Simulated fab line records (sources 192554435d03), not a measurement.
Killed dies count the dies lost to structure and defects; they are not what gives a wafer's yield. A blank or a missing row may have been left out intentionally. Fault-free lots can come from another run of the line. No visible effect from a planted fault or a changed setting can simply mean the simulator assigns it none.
fab line records + flow n5-finfet
[record]
- lots = 5
- wafers = 12
- last-day = 18
route steps=1938 shown BEOL_M1@831 BEOL_M2@841 BEOL_M4@1111
lots untouched by any fault: they come from a run of this same line in which no faults occurred
start-h: the number of hours between the record's first day and the start of the first shown wafer of the lot + wait-h: hours elapsed since this lot's preceding step + " repeats the value in the row above + L1.1+2: several wafers, shown together as one row + - either no value or no given start + * or withheld: withheld + < > ~ a bound
route shown NAME@n: a module of which the file shows steps, and the number in the route of the first + usual: mean/standard deviation taken from wafers without a fault + same: alike in all rows + chamber/n: place in a boat + sites: per-site readings + _std_site: how widely they spread, as a standard deviation + _edge_site: inner sites' mean taken away from outer sites' mean + radius-mm: how far each site lies from the wafer's centre + mask NAME#n: copy n + behind: the tool/chamber that last shaped the wafer + hold: the reason the lot was held/the length of the hold in hours/how it ended + device: names the non-switching transistor (n, p or np) + end of line: the route-end tests of the same wafers + for a step that has no rows: nothing shown but its recipe + killed: not the wafer's yield, but the dies lost to structure and defects at the first sort + map: per-die view of a wafer (x killed, . not killed, _ where there is no die)
set.NAME: setting as actually run; set.NAME@STEP: the setting as run at that earlier step + model.NAME: the simulator's own value behind a step, which no gauge read
lots at selected steps of the route; one table per step, one row per wafer
services: when a tool's chamber went out of use (start-h, in hours from the record's first day, below 0 if earlier), for how many hours, and the reason
[[steps]]
[step N5_BEOL_M1_ECD_50]
[recipe]
- material = Cu
- target-thk-a = 3000
[step N5_BEOL_M1_ANNEAL_51]
[recipe]
- temp-c = 225
- time-s = 90
- ambient = N2
[step N5_BEOL_M1_CMP_52]
[recipe]
- stop-on = SiOC
- t-overpolish-s = 6.8
- down-force-psi = 1
- platen-rpm = 50
- clearing-platen-down-force-psi = 1.5
- clearing-platen-rpm = 50
- post-cmp-clean = cu-alkaline
- target-thk-nm = 40
- clearing-platen-pad-velocity-m-s = 0.99484
- pad-velocity-m-s = 0.99484
[step N5_BEOL_M1_PRE_CLEAN_60]
[recipe]
- gas = NH3/H2
- time-s = 15
- temp-c = *
- rf-power-w = 300
[step N5_BEOL_M1_CO_CAP_55]
[recipe]
- material = Co
- target-thk-a = 20
- temp-c = 200
- precursor = CCTBA/H2
- pressure-torr = 30
- time-s = 102.1
[step N5_BEOL_M1_PRE_CLEAN_56]
[recipe]
- gas = NH3
- time-s = 15
- temp-c = withheld
- rf-power-w = 300
[step N5_BEOL_M1_DEP_57]
[recipe]
- material = SiCN
- target-thk-a = 80
- temp-c = withheld
- precursor = 3MS/NH3
- pressure-torr = 3
- rf-w = 202
- time-s = 14
[step N5_BEOL_M2_ILD_DEP_00]
[recipe]
- material = SiOC
- target-thk-a = 790
- temp-c = 350
- precursor = DEMS/O2
- pressure-torr = 5
- rf-w = 500
- time-s = 15.3
[step N5_BEOL_M2_PECVD_72]
[recipe]
- material = SiO2
- target-thk-a = 160
- temp-c = 400
- precursor = TEOS/O2
- pressure-torr = 5.5
- rf-w = 450
- teos-flow-sccm = 53.8
- gas = O2
- flow-sccm = 3000
- time-s = 18
[usual]
- heater-power-w = 783/130
- showerhead-plenum-p-Torr = 8.78/0.047
- showerhead-vpp-V = 1309/75
- throttle-valve-pct = 21.8/1.3
| lot.wafer | tool     | chamber | start-h | wait-h | heater-power-w | showerhead-plenum-p-Torr | showerhead-vpp-V | since-wet-clean-h | throttle-valve-pct | model.SiO2_of_BEOL_M2_PECVD_72.thk-nm |
|-----------|----------|---------|---------|--------|----------------|--------------------------|------------------|-------------------|--------------------|---------------------------------------|
| L498.3    | pecvd-04 | 0       | 187.96  | 0.0    | 851            | 8.85                     | 1394             | 711               | 20.4               | 13.4                                  |
| L498.4    | "        | 2       | "       | "      | 817            | 8.80                     | 1152             | -                 | 22.0               | 15.8                                  |
| L499.1    | pecvd-04 | 1       | 195.35  | 0.1    | 918            | 8.72                     | 1298             | 1443              | 21.7               | 13.8                                  |
| L499.3    | "        | 2       | "       | "      | 841            | 8.78                     | 1169             | 2168              | 22.1               | 13.6                                  |
| L500.1    | pecvd-04 | 0       | 199.11  | 0.0    | 863            | 8.85                     | 1416             | 722               | 20.5               | 13.6                                  |
| L500.6    | "        | 2       | "       | "      | 852            | 8.78                     | 1145             | -                 | 22.1               | 16.2                                  |
| L507.1    | pecvd-02 | 2       | 236.11  | 0.0    | 601            | 8.78                     | 1334             | 186               | 20.6               | 16                                    |
| L507.3    | "        | 0       | "       | "      | 670            | 8.80                     | 1275             | 940               | 22.3               | 15.8                                  |
| L507.5    | "        | 2       | "       | "      | 584            | 8.79                     | 1363             | -                 | 20.4               | 16.4                                  |
| L513.1    | pecvd-04 | 2       | 273.97  | 0.0    | 846            | 8.75                     | 1172             | 43                | 20.5               | 16                                    |
| L513.5    | "        | 1       | "       | "      | 968            | 8.72                     | 1280             | -                 | 21.7               | 16.2                                  |
| L513.6    | "        | 2       | "       | "      | 830            | 8.77                     | 1147             | -                 | 20.6               | 16.2                                  |
[step N5_BEOL_M2_HM_DEP_02]
[recipe]
- material = TiN
- target-thk-a = 200
- temp-c = 25
- chamber-pressure-pa = 0.49996
[step N5_BEOL_M2_COAT_61]
[recipe]
- resist = SOC
- temp-c = 250
- time-s = 60
- spin-rpm = 1500
- resist-thk-nm = 60
[step N5_BEOL_M2_COAT_62]
[recipe]
- resist = SiARC
- temp-c = 220
- time-s = 60
- spin-rpm = 1500
- resist-thk-nm = 12
[step N5_BEOL_M2_COAT_73]
[recipe]
- resist = underlayer
- temp-c = 205
- time-s = 60
- spin-rpm = 1500
- resist-thk-nm = 5
[step N5_BEOL_M2_COAT_05]
[recipe]
- resist = CAR-EUV
- spin-rpm = 1500
- resist-thk-nm = 30
[step N5_BEOL_M2_EBR_07]
[recipe]
- solvent = PGMEA
- ebr-width-mm = 1.5
[step N5_BEOL_M2_SOFTBAKE_06]
[recipe]
- temp-c = 110
- time-s = 60
- resist = CAR-EUV
[step N5_BEOL_M2_EXPOSE_08]
[recipe]
- mask-id = M2
- na = 0.33
- source-shape = dipole
- sigma-inner = 0.369
- sigma-outer = 0.767
- polarization = unpolarized
- dose-mj = 41.25
[step N5_BEOL_M2_PEB_09]
[recipe]
- peb-temp-c = 100
- peb-time-s = 60
- resist = CAR-EUV
[step N5_BEOL_M2_DEVELOP_10]
[recipe]
- develop-time-s = 30
- developer = TMAH
- resist = CAR-EUV
- rinse-liquid = surfactant-rinse
- dry = air-spin
- dev-temp-c = 23
[step N5_BEOL_M2_DESCUM_16]
[recipe]
- chemistry = O2
- time-s = 7
- source-power-w = 50
- bias-power-w = 20
- pressure-mtorr = 20
- rf-frequency-hz = 2.712e+07
- temp-c = 40
- resist = CAR-EUV
- o2-flow-sccm = 225
[step N5_BEOL_M2_ETCH_74]
[recipe]
- chemistry = N2/H2
- target = underlayer
- target-depth-a = 65
- mask-material = CAR-EUV
- time-s = 5.2
- ion-energy-ev = 200
- pressure-mtorr = 30
- source-w = 840
- bias-w = 150
- n2-flow-sccm = 200
- h2-flow-sccm = 200
- ends = cleared
[step N5_BEOL_M2_ETCH_63]
[recipe]
- chemistry = CF4
- target = SiARC
- target-depth-a = 156
- mask-material = CAR-EUV
- time-s = 26
- ion-energy-ev = 80
- pressure-mtorr = 40
- source-w = 545
- bias-w = 36
- Ar_flow_sccm = 100
- cf4-flow-sccm = 100
- ends = cleared
[step N5_BEOL_M2_ETCH_64]
[recipe]
- chemistry = N2/H2
- target = SOC
- target-depth-a = 750
- overetch-a = 225
- mask-material = SiARC
- temp-c = 40
- time-s = 121.9
- ion-energy-ev = 200
- pressure-mtorr = 30
- source-w = 840
- bias-w = 150
- n2-flow-sccm = 200
- h2-flow-sccm = 200
[step N5_BEOL_M2_STRIP_65]
[recipe]
- chemistry = N2/H2
- temp-c = 40
- n2-flow-sccm = 200
- h2-flow-sccm = 200
- rf-frequency-hz = 6e+07
[step N5_BEOL_M2_STRIP_75]
[recipe]
- chemistry = N2/H2
- temp-c = 40
- n2-flow-sccm = 200
- h2-flow-sccm = 200
- rf-frequency-hz = 6e+07
[step N5_BEOL_M2_STRIP_66]
[recipe]
- chemistry = CF4
- resist = SiARC
- power-w = 300
- bias-power-w = 75
- pressure-mtorr = 50
- cf4-flow-sccm = 150
- rf-frequency-hz = 6e+07
[step N5_BEOL_M2_HM_OPEN_17]
[recipe]
- chemistry = Cl2/BCl3
- target-depth-a = 200
- overetch-a = 60
- target = TiN
- mask-material = SOC
- ion-energy-ev = 150
- pressure-mtorr = 10
- icp-w = 1000
- bias-w = 126
- Cl2_flow_sccm = 53.25
- bcl3-flow-sccm = 21.75
- Ar_flow_sccm = 25
[step N5_BEOL_M2_STRIP_19]
[recipe]
- chemistry = O2
- power-w = 400
- temp-c = 40
- pressure-mtorr = 30
- rf-frequency-hz = 6e+07
- bias-power-w = 0
- overash-fraction = 0.2
- o2-flow-sccm = 225
[step N5_BEOL_M2_COAT_67]
[recipe]
- resist = SOC
- temp-c = 250
- time-s = 60
- spin-rpm = 1500
- resist-thk-nm = 60
[step N5_BEOL_M2_COAT_68]
[recipe]
- resist = SiARC
- temp-c = 220
- time-s = 60
- spin-rpm = 1500
- resist-thk-nm = 12
[step N5_BEOL_M2_COAT_76]
[recipe]
- resist = underlayer
- temp-c = 205
- time-s = 60
- spin-rpm = 1500
- resist-thk-nm = 5
[step N5_BEOL_M2_COAT_22]
[recipe]
- resist = CAR-EUV
- spin-rpm = 1500
- resist-thk-nm = 30
[step N5_BEOL_M2_EBR_24]
[recipe]
- solvent = PGMEA
- ebr-width-mm = 1.5
[step N5_BEOL_M2_SOFTBAKE_23]
[recipe]
- temp-c = 110
- time-s = 60
- resist = CAR-EUV
[step N5_BEOL_M2_HM_STRIP_39]
[recipe]
- chemistry = peroxide-tin-strip
- material = TiN
- target-depth-a = 250
- temp-c = 50
- time-s = 158
| lot.wafer | tool         | chamber | start-h | wait-h | model.SiO2_of_BEOL_M2_PECVD_72.thk-nm |
|-----------|--------------|---------|---------|--------|---------------------------------------|
| L498.3    | wet-bench-03 | 4       | 194.69  | 0.0    | 13.2                                  |
| L498.4    | "            | 0       | "       | "      | 15.6                                  |
| L499.1    | wet-bench-06 | 2       | 201.88  | 0.0    | 13.8                                  |
| L499.3    | "            | 5       | "       | "      | 13.6                                  |
| L500.1    | wet-bench-03 | 0       | 209.94  | 0.0    | 13.4                                  |
| L500.6    | "            | 6       | "       | "      | 16                                    |
| L507.1    | wet-bench-03 | 5       | 243.40  | 0.0    | 15.8                                  |
| L507.3    | "            | 0       | "       | "      | 15.6                                  |
| L507.5    | "            | 1       | "       | "      | 16.2                                  |
| L513.1    | wet-bench-06 | 3       | 280.38  | 0.0    | 15.8                                  |
| L513.5+6  | "            | 4,0     | "       | "      | 16                                    |
[step N5_BEOL_M2_CMP_52]
[recipe]
- stop-on = SiOC
- t-overpolish-s = 6.8
- down-force-psi = 1
- platen-rpm = 50
- clearing-platen-down-force-psi = 1.5
- clearing-platen-rpm = 50
- post-cmp-clean = cu-alkaline
- target-thk-nm = 40
- clearing-platen-pad-velocity-m-s = 0.99484
- pad-velocity-m-s = 0.99484
[usual]
- barrier-field-endpoint-s = 25.0/0.6
- motor-current-A = 5.9/0.78
| lot.wafer | tool   | chamber | start-h | wait-h | barrier-field-endpoint-s | motor-current-A |
|-----------|--------|---------|---------|--------|--------------------------|-----------------|
| L498.4    | cmp-01 | 1       | 197.93  | 0.1    | 25.2                     | 5.1             |
| L498.3    | "      | 2       | "       | "      | 22.4                     | 4.8             |
| L499.3    | cmp-02 | 0       | 205.27  | 0.2    | 22.2                     | 4.7             |
| L499.1    | "      | 2       | "       | "      | 22.1                     | 7.5             |
| L500.1    | cmp-02 | 3       | 213.86  | 0.3    | 22.4                     | 6.9             |
| L500.6    | "      | 3       | "       | "      | 25.1                     | 6.5             |
| L507.3    | cmp-03 | 3       | 247.58  | 0.2    | 23.9                     | 6.6             |
| L507.1    | "      | 0       | "       | "      | 25.4                     | 6.5             |
| L507.5    | "      | 1       | "       | "      | 25.4                     | 6.1             |
| L513.1    | cmp-01 | 2       | 284.10  | 0.3    | 25.4                     | 5.2             |
| L513.6    | "      | 1       | "       | "      | 26.0                     | 5.2             |
| L513.5    | "      | 2       | "       | "      | 25.4                     | 5.2             |
[step N5_BEOL_M4_RC_MEAS_101]
[usual]
- DIBL_N = 35.9/1.4
- DIBL_P = 35.9/1.7
- IOFF_N = 0.155/0.023
- IOFF_P = 0.201/0.029
- ION_N = 672/8.8
- ION_P = 460/7
- SS_N = 71.6/0.48
- SS_P = 73.1/0.64
- VT_N = 250.0/3
- VT_P = -251.6/3
| lot.wafer | tool      | chamber | start-h | wait-h | DIBL_N[mV/V] | DIBL_P[mV/V] | IOFF_N[nA/um] | IOFF_P[nA/um] | ION_N[uA/um] | ION_P[uA/um] | SS_N[mV/dec] | SS_P[mV/dec] | VT_N[mV] | VT_P[mV] |
|-----------|-----------|---------|---------|--------|--------------|--------------|---------------|---------------|--------------|--------------|--------------|--------------|----------|----------|
| L498.3    | prober-01 | 0       | 224.50  | 0.3    | 39.5         | 40.3         | 0.239         | 0.238         | 688          | 459          | 72.3         | 74.1         | 241.2    | -250.3   |
| L498.4    | "         | 0       | "       | "      | 36.0         | 35.5         | 0.149         | 0.167         | 663          | 444          | 71.4         | 72.6         | 247.5    | -255.5   |
| L499.1    | prober-02 | 0       | 233.99  | 0.0    | 33.5         | 31.5         | 0.124         | 0.159         | 658          | 452          | 71.5         | 71.5         | 253.0    | -254.3   |
| L499.3    | "         | 0       | "       | "      | 32.9         | 31.2         | 0.108         | 0.149         | 666          | 457          | 70.2         | 71.6         | 252.9    | -253.7   |
| L500.1    | prober-01 | 0       | 243.82  | 0.0    | 35.9         | 35.8         | 0.146         | 0.187         | 671          | 458          | 71.1         | 72.8         | 252.1    | -251.9   |
| L500.6    | "         | 0       | "       | "      | 36.2         | 36.6         | 0.152         | 0.203         | 666          | 455          | 71.4         | 72.5         | 253.6    | -251.7   |
| L507.1    | prober-02 | 0       | 275.34  | 0.0    | 37.0         | 37.2         | 0.169         | 0.215         | 691          | 466          | 71.7         | 73.4         | 248.9    | -250.8   |
| L507.3    | "         | 0       | "       | "      | 36.5         | 36.3         | 0.147         | 0.201         | 675          | 464          | 71.2         | 73.2         | 250.6    | -250.9   |
| L507.5    | "         | 0       | "       | "      | 35.7         | 34.7         | 0.131         | 0.173         | 669          | 459          | 71.8         | 72.3         | 254.2    | -253.4   |
| L513.1    | prober-02 | 0       | 311.49  | 0.0    | 34.9         | 34.0         | 0.134         | 0.199         | 669          | 469          | 71.5         | 72.6         | 254.6    | -251.2   |
| L513.5    | "         | 0       | "       | "      | 35.8         | 34.6         | 0.145         | 0.206         | 670          | 463          | 72.1         | 73.7         | 249.8    | -252.6   |
| L513.6    | "         | 0       | "       | "      | 35.1         | 34.6         | 0.141         | 0.203         | 667          | 459          | 71.2         | 72.7         | 251.0    | -249.2   |
[[services]]
| tool         | chamber | start-h | hours | kind                          |
|--------------|---------|---------|-------|-------------------------------|
| pecvd-02     | -       | 181.36  | 28.1  | pm                            |
| pecvd-04     | -       | 181.78  | 1.6   | repair                        |
| cmp-02       | -       | 184.71  | 0.3   | repair                        |
| wet-bench-06 | -       | 187.69  | 1.9   | pm                            |
| cmp-03       | -       | 196.07  | 4.0   | pm                            |
| pecvd-04     | 2       | 202.47  | -     | clean                         |
| pecvd-04     | 2       | 202.47  | -     | consumable-replace:showerhead |
| pecvd-04     | 2       | 202.47  | 29.0  | scheduled-down                |
| pecvd-04     | 2       | 202.47  | 29.0  | vent-cycle                    |
| cmp-02       | -       | 214.46  | 3.9   | repair                        |
| cmp-02       | -       | 229.11  | 3.4   | repair                        |
| cmp-02       | -       | 233.99  | 3.5   | repair                        |
| cmp-01       | -       | 236.01  | 1.9   | repair                        |
| cmp-02       | -       | 245.13  | 5.6   | repair                        |
| cmp-01       | -       | 246.46  | 1.2   | repair                        |
| cmp-01       | -       | 250.04  | 15.5  | pm                            |
| cmp-03       | -       | 252.05  | 1.9   | repair                        |
| pecvd-02     | 2       | 260.86  | -     | calibration                   |
| cmp-02       | -       | 262.98  | 0.3   | repair                        |
| cmp-02       | -       | 275.49  | 1.8   | repair                        |
[[key]]
[first-sign]
- step = N5_BEOL_M2_CMP_52
- reading = barrier-field-endpoint-s
- direction = down
- sigmas = 4.5
- usual = 25.0
- struck = 22.3
effect none on later readings
[model-effect]
- step = N5_BEOL_M2_PECVD_72
- value = SiO2_of_BEOL_M2_PECVD_72.thk-nm
- without = 15.8
- struck = 13.6
[model-effect]
- step = N5_BEOL_M2_HM_STRIP_39
- value = SiO2_of_BEOL_M2_PECVD_72.thk-nm
- without = 15.7
- struck = 13.5
met-at N5_BEOL_M2_PECVD_72
struck-wafers L498.3,L499.1,L499.3,L500.1
[fault]
- kind = process-parameter-drift
- tool = pecvd-04
- chamber = -
- onset-h = 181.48
- steps = N5_BEOL_M2_PECVD_72
- channel = time-s
- offset = *
- shape = step
- end-h = 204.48
- scope = struck-wafers-only
- acts-in = *
- stated = *
